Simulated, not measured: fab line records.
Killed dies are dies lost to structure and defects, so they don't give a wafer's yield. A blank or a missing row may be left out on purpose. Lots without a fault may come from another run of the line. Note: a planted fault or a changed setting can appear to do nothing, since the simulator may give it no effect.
Matching of chambers ; flow n5Finfet ; 4 sister chambers for N5_FIN_SAQP_SPACER2_ALD_28 on aldSin-01
The step deposits SiO2, target thk 8.1 nm, pulse time 1 s, purge time 2 s. 8 wafers are shown with their chamber, then 8 later ones without.

WAFERS PAIRED WITH THEIR CHAMBERS
wafer;chamber;heaterPowerW (W);precursorPulseHeightRel
L081.4;1;465;0.971
L084.4;2;451;1.001
L084.5;0;485;1.018
L084.6;1;451;1.032
L085.3;3;481;0.967
L085.4;2;443;1.003
L085.5;3;497;1.020
L087.3;0;494;0.980

WAFERS MISSING THEIR CHAMBER
wafer;heaterPowerW (W);precursorPulseHeightRel
L087.4;458;0.996
L087.6;481;1.027
L089.1;507;1.017
L089.2;481;0.989
L089.6;440;1.010
L096.3;447;1.033
L096.5;456;1.014
L096.6;446;0.946

EACH ONE'S CHAMBER
wafer;from the rows above;in truth
L087.4;can't be placed: 1 or 2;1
L087.6;can't be placed: 0 or 3 or 1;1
L089.1;can't be placed: 0 or 3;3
L089.2;can't be placed: 3 or 0 or 1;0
L089.6;can't be placed: 2 or 1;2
L096.3;can't be placed: 2 or 1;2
L096.5;can't be placed: 1 or 2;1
L096.6;can't be placed: 2 or 1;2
0 of 8 placed correctly. Can't be placed from these rows: 8 (the true chamber is among the candidates in 8). Wrongly placed: 0.
How it was worked out, from the rows above alone: a wafer's distance from a chamber is the root of the sum, over the readings, of the square of ((its reading less the chamber's mean) divided by the reading's scatter). If the next closest chamber is less than 2 further off than the closest, the wafer can't be placed; otherwise it belongs to the closest. Each chamber's mean is taken over the wafers shown for it. The scatter: the root of (the sum of the squares of (reading less its chamber's mean) over the shown wafers, divided by (wafers less chambers)).
